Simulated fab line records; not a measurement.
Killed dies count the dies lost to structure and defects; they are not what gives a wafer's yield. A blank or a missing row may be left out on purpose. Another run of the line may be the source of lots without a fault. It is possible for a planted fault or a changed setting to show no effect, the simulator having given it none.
fab line records	flow n5_finfet
record: lots: 5	wafers: 14	last_day: 18
route steps=1938 shown BEOL_M9@1406 PASSIVATION@1936
lots that met no fault: taken from a fault-free run of the same line
start_h: the number of hours between the record's first day and the start of the first shown wafer of the lot	wait_h: hours elapsed since this lot's preceding step	" same as the row above	L1.1+2: one row covering several wafers at once	- no value, or no start was given	* or withheld: withheld	< > ~ a bound
route shown NAME@n: a module of which the file shows steps, and the number in the route of the first	usual: mean and standard deviation over wafers with no fault	same: alike in all rows	chamber/n: place in a boat	sites: the reading at each site	_std_site: the standard deviation of these	_edge_site: outer sites' mean less inner sites'	radius_mm: how far each site lies from the wafer's centre	mask NAME#n: copy n	behind: the most recent tool/chamber to have shaped the wafer	hold: what put the lot on hold/how long, in hours/how the hold closed	device: the transistor (n, p or np) that didn't switch	end of line: the same wafers' tests at the end of the route	step lacking rows: just its recipe	killed: the dies lost at the first sort to structure and to defects; this is not the yield of the wafer	map: the dies of a wafer, with x for killed, . for not killed, _ for no die there
set.NAME: the setting the step ran with; set.NAME@STEP: the setting that earlier step ran with	model.NAME: the simulator's own value behind a step, which no gauge read
lots at selected steps of the route; one table per step, one row per wafer
services: when a tool's chamber went out of use (start_h, in hours from the record's first day, below 0 if earlier), for how many hours, and the reason
== steps ==
step: N5_BEOL_M9_COAT_59
recipe: resist: SOC	temp_c: 250	time_s: 60	spin_rpm: 1500	resist_thk_nm: 100
step: N5_BEOL_M9_COAT_60
recipe: resist: SiARC	temp_c: 220	time_s: 60	spin_rpm: 1500	resist_thk_nm: 30
step: N5_BEOL_M9_COAT_05
recipe: resist: CAR-ArF	spin_rpm: 1500	resist_thk_nm: 90
step: N5_BEOL_M9_EBR_07
recipe: solvent: PGMEA	ebr_width_mm: 1.5
step: N5_BEOL_M9_SOFTBAKE_06
recipe: temp_c: 110	time_s: 60	resist: CAR-ArF
step: N5_BEOL_M9_EXPOSE_08
recipe: mask_id: M9	na: 1.35	source_shape: dipole	sigma_inner: 0.411	sigma_outer: 0.611	polarization: te	dose_mj: 53.75
step: N5_BEOL_M9_PEB_09
recipe: peb_temp_c: withheld	peb_time_s: 60	resist: CAR-ArF
step: N5_BEOL_M9_DEVELOP_10
recipe: develop_time_s: 30	developer: TMAH	resist: CAR-ArF	rinse_liquid: diw	dry: air_spin	dev_temp_c: 23
step: N5_BEOL_M9_CD_MEAS_11
recipe: target_cd_nm: 64.1	landing_energy_ev: 500	detector: se_inlens	polarity: opening
usual: cd_nm: 64.1/0.75
lot.wafer	tool	chamber	start_h	wait_h	cd_nm
L783.2	cd_sem-01	0	223.94	-	64.0
L783.5	"	0	"	"	63.9
L783.6	"	0	"	"	63.4
L798.2	cd_sem-02	0	302.33	-	64.9
L798.3	"	0	"	"	63.3
L798.4	"	0	"	"	63.9
L797.3	cd_sem-01	0	310.16	-	63.5
L797.4	"	0	"	"	62.3
L797.5	"	0	"	"	64.2
L802.3	cd_sem-03	0	341.88	-	62.6
L802.5	"	0	"	"	62.8
L804.2	cd_sem-03	0	354.02	-	65.0
L804.3	"	0	"	"	63.7
L804.4	"	0	"	"	64.1
step: N5_BEOL_M9_OVL_MEAS_12
recipe: points_per_wafer: 44
usual: M9_OVL: -0.1/0.82
lot.wafer	tool	chamber	start_h	wait_h	M9_OVL[nm]
L783.2	overlay-01	0	223.97	0.0	-1.0
L783.5	"	0	"	"	-0.3
L783.6	"	0	"	"	-1.3
L798.2	overlay-02	0	302.36	0.0	-0.6
L798.3	"	0	"	"	-0.8
L798.4	"	0	"	"	-0.8
L797.3	overlay-01	0	310.19	0.0	0.8
L797.4	"	0	"	"	-0.8
L797.5	"	0	"	"	0.6
L802.3	overlay-02	0	341.91	0.0	-1.2
L802.5	"	0	"	"	-0.6
L804.2	overlay-01	0	354.05	0.0	0.5
L804.3	"	0	"	"	0.7
L804.4	"	0	"	"	0.5
step: N5_BEOL_M9_INSPECT_13
recipe: mode: adi	inspect_instrument: brightfield
usual: raw_defect_count: 397/77
lot.wafer	tool	chamber	start_h	wait_h	raw_defect_count
L783.2	defect_inspect-02	-	224.00	0.0	374
L783.5	"	-	"	"	436
L783.6	"	-	"	"	445
L798.2	defect_inspect-02	-	302.38	0.0	368
L798.3	"	-	"	"	356
L798.4	"	-	"	"	327
L797.3	defect_inspect-02	-	310.21	0.0	341
L797.4	"	-	"	"	464
L797.5	"	-	"	"	453
L802.3	defect_inspect-02	-	341.93	0.0	332
L802.5	"	-	"	"	383
L804.2	defect_inspect-01	-	354.07	0.0	281
L804.3	"	-	"	"	273
L804.4	"	-	"	"	218
step: N5_BEOL_M9_DESCUM_16
recipe: chemistry: O2	time_s: 7.9	source_power_w: 50	bias_power_w: 20	pressure_mtorr: 20	rf_frequency_hz: 2.712e+07	temp_c: 40	resist: CAR-ArF	o2_flow_sccm: 225
usual: drypump_motor_current_A: 5.4/0.42	oes_product_au: 0.80/0.088	rf_vpp_V: 243.0/1.2	showerhead_plenum_p_Torr: 2.08/0.058	throttle_valve_pct: 20.5/0.31
lot.wafer	tool	chamber	start_h	wait_h	drypump_motor_current_A	oes_product_au	rf_hours_counter_h	rf_vpp_V	showerhead_plenum_p_Torr	throttle_valve_pct
L783.2	rie_diel-04	0	224.31	0.3	5.6	0.90	30	243.1	2.05	20.6
L783.5	"	2	"	"	5.2	0.85	-	243.1	2.14	20.6
L783.6	"	3	"	"	4.8	0.96	-	242.3	2.06	20.1
L798.2	rie_diel-05	0	302.42	0.0	5.2	0.73	158	240.5	2.01	20.7
L798.3	"	2	"	"	5.8	0.80	94	243.4	2.11	20.4
L798.4	"	0	"	"	5.1	0.74	-	242.5	2.01	20.7
L797.3	rie_diel-06	1	310.24	0.0	6.2	0.82	68	244.1	2.19	20.2
L797.4	"	0	"	"	5.0	0.94	5	242.2	2.10	20.8
L797.5	"	1	"	"	6.3	0.82	-	244.6	2.19	20.2
L802.3	rie_diel-05	3	342.22	0.3	5.7	0.96	11	243.0	2.12	20.0
L802.5	"	0	"	"	5.1	0.73	-	241.7	2.00	20.8
L804.2	rie_diel-04	2	354.50	0.4	5.2	0.81	88	243.3	2.13	20.6
L804.3	"	3	"	"	4.8	0.88	55	243.3	2.04	20.1
L804.4	"	2	"	"	5.2	0.81	-	243.1	2.13	20.6
step: N5_BEOL_M9_ETCH_61
recipe: chemistry: CF4	target: SiARC	target_depth_a: 390	mask_material: CAR-ArF	time_s: 65	ion_energy_ev: 80	pressure_mtorr: 40	source_w: 545	bias_w: 36	Ar_flow_sccm: 100	cf4_flow_sccm: 100	ends: cleared
usual: drypump_motor_current_A: 5.4/0.42	etch_rf_on_time_s: 65.7/2	oes_product_au: 0.68/0.073	rf_vpp_V: 183.8/1.1	showerhead_plenum_p_Torr: 2.13/0.057	throttle_valve_pct: 15.63/0.25
lot.wafer	tool	chamber	start_h	wait_h	drypump_motor_current_A	etch_rf_on_time_s	oes_product_au	rf_hours_counter_h	rf_vpp_V	showerhead_plenum_p_Torr	throttle_valve_pct
L783.2	rie_diel-04	0	224.34	0.0	5.6	66.3	0.74	30	182.3	2.09	15.66
L783.5	"	2	"	"	5.2	69.7	0.71	-	184.6	2.16	15.47
L783.6	"	3	"	"	4.8	63.0	0.82	-	182.7	2.12	15.25
L798.2	rie_diel-05	0	302.45	0.0	5.1	67.0	0.62	158	183.2	2.05	15.82
L798.3	"	2	"	"	5.8	63.9	0.69	94	184.8	2.14	15.48
L798.4	"	0	"	"	5.1	67.6	0.63	-	182.6	2.05	15.84
L797.3	rie_diel-06	1	310.28	0.0	6.3	67.8	0.69	68	185.0	2.25	15.53
L797.4	"	0	"	"	5.0	67.3	0.79	5	183.6	2.10	15.53
L797.5	"	1	"	"	6.3	67.2	0.69	-	184.5	2.25	15.52
L802.3	rie_diel-05	3	342.26	0.0	5.7	64.8	0.83	11	183.2	2.20	15.35
L802.5	"	0	"	"	5.1	103.3	0.53	-	181.8	2.05	15.85
L804.2	rie_diel-04	2	354.53	0.0	5.2	69.3	0.67	88	184.9	2.15	15.55
L804.3	"	3	"	"	4.8	63.0	0.75	55	181.7	2.11	15.34
L804.4	"	2	"	"	5.2	69.4	0.67	-	185.9	2.15	15.55
step: N5_BEOL_M9_ETCH_62
recipe: chemistry: N2/H2	target: SOC	target_depth_a: 1100	overetch_a: 220	mask_material: SiARC	temp_c: 40	time_s: 165	ion_energy_ev: 200	pressure_mtorr: 30	source_w: 840	bias_w: 150	n2_flow_sccm: 200	h2_flow_sccm: 200
usual: drypump_motor_current_A: 5.4/0.42	oes_product_au: 0.68/0.069	rf_vpp_V: 523.5/2.2	showerhead_plenum_p_Torr: 2.53/0.069	throttle_valve_pct: 17.8/0.31
lot.wafer	tool	chamber	start_h	wait_h	drypump_motor_current_A	oes_product_au	rf_hours_counter_h	rf_vpp_V	showerhead_plenum_p_Torr	throttle_valve_pct
L783.2	rie_diel-04	0	224.39	0.0	5.6	0.75	30	523.1	2.50	18.0
L783.5	"	2	"	"	5.2	0.74	-	523.2	2.59	17.9
L783.6	"	3	"	"	4.8	0.79	-	521.7	2.47	17.2
L798.2	rie_diel-05	0	302.50	0.0	5.1	0.64	158	520.6	2.44	18.2
L798.3	"	2	"	"	5.8	0.68	94	524.6	2.56	17.7
L798.4	"	0	"	"	5.1	0.64	-	520.9	2.44	18.2
L797.3	rie_diel-06	1	310.33	0.0	6.3	0.70	68	527.8	2.67	17.6
L797.4	"	0	"	"	5.0	0.81	5	521.2	2.52	18.1
L797.5	"	1	"	"	6.3	0.70	-	527.2	2.67	17.6
L802.3	rie_diel-05	3	342.31	0.0	5.7	0.82	11	524.3	2.60	17.4
L802.5	"	0	"	"	5.2	0.63	-	520.2	2.44	18.2
L804.2	rie_diel-04	2	354.58	0.0	5.2	0.69	88	524.4	2.57	18.0
L804.3	"	3	"	"	4.8	0.73	55	521.5	2.46	17.3
L804.4	"	2	"	"	5.2	0.69	-	525.5	2.57	18.0
step: N5_PASSIVATION_PROBE_49
usual: defect_limited_yield: 91.5/1.5	killed_at_M0_to_M3: 33/9.9	killed_at_M4_up: 14/5.2	killed_at_contacts: 11/5.2	killed_at_front_end: 38/10	killed_at_other: 4/3.5	killed_dies: 100/18	killed_open: 66/14	killed_short: 32/6.9	sort_bin_5_function: 5.0/1	sort_bin_6_memory: 3.1/0.69	sort_n_pass: 1080/18	sort_yield_pct: 91.5/1.5
same: gross_dies: 1180	killed_at_back_side: 0	sort_bin_4_leakage[%]: 0	sort_bin_8_speed[%]: 0
lot.wafer	tool	chamber	start_h	wait_h	defect_limited_yield[%]	killed_at_M0_to_M3	killed_at_M4_up	killed_at_contacts	killed_at_front_end	killed_at_other	killed_dies	killed_open	killed_short	sort_bin_5_function[%]	sort_bin_6_memory[%]	sort_n_pass	sort_yield_pct[%]
L783.2	prober-02	-	287.49	0.1	92.5	28	18	10	32	0	88	60	28	4.3	2.8	1092	92.5
L783.5	prober-02	-	287.64	0.2	93.0	25	13	2	40	3	83	57	26	3.5	3.3	1097	93.0
L783.6	prober-02	-	287.69	0.3	92.5	31	16	5	31	6	89	59	29	5.0	2.5	1091	92.5
L798.2	prober-01	-	365.27	0.1	91.9	26	4	22	42	2	96	66	29	5.3	2.7	1084	91.9
L798.3	prober-01	-	365.32	0.1	91.7	19	9	15	49	6	98	64	32	5.0	3.1	1082	91.7
L798.4	prober-01	-	365.37	0.2	93.9	16	16	8	29	3	72	47	23	4.0	2.1	1108	93.9
L797.3	prober-01	-	375.15	0.1	88.1	32	16	16	70	7	141	95	38	6.9	3.9	1039	88.1
L797.4	prober-01	-	375.20	0.2	91.1	35	16	15	32	7	105	71	30	6.4	2.4	1075	91.1
L797.5	prober-01	-	375.25	0.2	89.5	43	11	19	48	3	124	78	46	5.3	4.7	1056	89.5
L804.2	prober-01	-	421.66	0.1	91.5	37	9	14	39	1	100	76	24	4.5	3.6	1080	91.5
L804.3	prober-01	-	421.71	0.1	89.6	47	11	17	41	7	123	83	40	5.3	4.7	1057	89.6
L804.4	prober-01	-	421.76	0.2	90.4	37	17	15	42	2	113	79	32	5.8	3.6	1067	90.4
killed by level:class
L783.2 BEOL_M3:geometric_particle:open=9 MOL_CONTACT_COAG:geometric_particle:open=8 STI_FIN_REVEAL:geometric_particle:open=7 FIN_SAQP:geometric_particle:short=6 BEOL_M1:geometric_particle:open=5 BEOL_M0_SAQP:geometric_particle:open=4 BEOL_M4:geometric_particle:open=4 FIN_SAQP:geometric_particle:open=3
L783.5 FIN_SAQP:geometric_particle:open=12 BEOL_M0_SAQP:geometric_particle:open=9 STI_FIN_REVEAL:geometric_particle:open=6 FIN_SAQP:geometric_particle:short=5 BEOL_M4:geometric_particle:open=5 STARTING-WAFER:geometric_particle:short=5 STI_FIN_REVEAL:geometric_particle:short=3 BEOL_M0_SAQP:geometric_particle:short=3
L783.6 STI_FIN_REVEAL:geometric_particle:open=11 FIN_SAQP:geometric_particle:short=9 BEOL_M0_SAQP:geometric_particle:open=8 BEOL_M3:geometric_particle:open=7 BEOL_M1:geometric_particle:open=5 FIN_SAQP:geometric_particle:open=4 MOL_CONTACT_COAG:geometric_particle:open=4 BEOL_M3:geometric_particle:short=4
L798.2 MOL_CONTACT_COAG:geometric_particle:open=18 STI_FIN_REVEAL:geometric_particle:open=12 ILD0:geometric_particle:short=6 BEOL_M0:geometric_particle:open=6 BEOL_M1:geometric_particle:open=6 FIN_SAQP:geometric_particle:open=5 DUMMY_GATE:geometric_particle:open=4 MOL_CONTACT_COAG:geometric_particle:short=4
L798.3 MOL_CONTACT_COAG:geometric_particle:open=14 STI_FIN_REVEAL:geometric_particle:open=10 FIN_SAQP:geometric_particle:short=6 GATE_CUT:geometric_particle:short=6 BEOL_M1:geometric_particle:open=5 BEOL_M3:geometric_particle:open=5 STARTING-WAFER:geometric_particle:open=5 STI_FIN_REVEAL:geometric_particle:short=4
L798.4 MOL_CONTACT_COAG:geometric_particle:open=6 DUMMY_GATE:geometric_particle:open=5 STI_FIN_REVEAL:geometric_particle:open=4 ILD0:geometric_particle:open=4 BEOL_M0_SAQP:geometric_particle:open=4 BEOL_M4:geometric_particle:short=4 BEOL_M5:geometric_particle:open=4 FIN_SAQP:geometric_particle:open=3
L797.3 STI_FIN_REVEAL:geometric_particle:open=23 FIN_SAQP:geometric_particle:open=16 MOL_CONTACT_COAG:geometric_particle:open=12 BEOL_M0_SAQP:geometric_particle:short=9 BEOL_M0_SAQP:geometric_particle:open=9 FIN_SAQP:geometric_particle:short=8 HKMG_FIN:area_etch=8 BEOL_M5:geometric_particle:open=6
L797.4 BEOL_M0_SAQP:geometric_particle:open=12 MOL_CONTACT_COAG:geometric_particle:open=11 FIN_SAQP:geometric_particle:open=9 BEOL_M3:geometric_particle:open=8 FIN_SAQP:geometric_particle:short=7 STI_FIN_REVEAL:geometric_particle:open=5 BEOL_M0_SAQP:geometric_particle:short=5 BEOL_M1:geometric_particle:open=5
L797.5 FIN_SAQP:geometric_particle:open=17 BEOL_M0_SAQP:geometric_particle:short=17 MOL_CONTACT_COAG:geometric_particle:open=15 FIN_SAQP:geometric_particle:short=12 BEOL_M1:geometric_particle:open=10 BEOL_M4:geometric_particle:open=8 DUMMY_GATE:geometric_particle:open=6 BEOL_M3:geometric_particle:open=5
L804.2 STI_FIN_REVEAL:geometric_particle:open=12 BEOL_M3:geometric_particle:open=12 MOL_CONTACT_COAG:geometric_particle:open=10 DUMMY_GATE:geometric_particle:open=9 BEOL_M0_SAQP:geometric_particle:open=8 BEOL_M2:geometric_particle:open=8 GATE_CUT:geometric_particle:short=4 MOL_CONTACT_COAG:geometric_particle:short=4
L804.3 BEOL_M3:geometric_particle:open=15 MOL_CONTACT_COAG:geometric_particle:open=15 FIN_SAQP:geometric_particle:open=14 BEOL_M0_SAQP:geometric_particle:open=10 BEOL_M3:geometric_particle:short=7 FIN_SAQP:geometric_particle:short=6 BEOL_M0_SAQP:geometric_particle:short=6 STARTING-WAFER:geometric_particle:short=5
L804.4 MOL_CONTACT_COAG:geometric_particle:open=13 STI_FIN_REVEAL:geometric_particle:open=11 BEOL_M3:geometric_particle:open=11 FIN_SAQP:geometric_particle:open=7 FIN_SAQP:geometric_particle:short=6 BEOL_M0_SAQP:geometric_particle:short=6 BEOL_M2:geometric_particle:open=6 BEOL_M3:geometric_particle:short=5
== services ==
tool	chamber	start_h	hours	kind
rie_diel-06	0	261.52	-	clean
rie_diel-06	0	261.52	-	consumable_replace:focus_ring
rie_diel-06	0	261.52	27.6	scheduled_down
rie_diel-06	0	261.52	27.6	vent_cycle
rie_diel-05	2	268.41	8.9	repair
rie_diel-04	0	281.69	8.8	repair
rie_diel-05	3	295.09	-	clean
rie_diel-05	3	295.09	-	consumable_replace:focus_ring
rie_diel-05	3	295.09	17.3	scheduled_down
rie_diel-05	3	295.09	17.3	vent_cycle
rie_diel-06	3	296.55	2.8	repair
rie_diel-05	1	307.24	4.8	repair
rie_diel-06	1	338.64	6.6	repair
rie_diel-04	0	351.31	15.8	repair
== key ==
first_sign: step: N5_BEOL_M9_ETCH_61	reading: etch_rf_on_time_s	direction: up	sigmas: 19	usual: *	struck: *
effect none on later readings
met_at N5_BEOL_M9_ETCH_61
struck_wafers L802.5
onset_between 302.45 342.26
fault: kind: process_parameter_drift	tool: rie_diel-05	chamber: -	onset_h: 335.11	steps: N5_BEOL_M9_ETCH_61	channel: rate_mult	offset: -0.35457	shape: step	end_h: 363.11	scope: struck_wafers_only
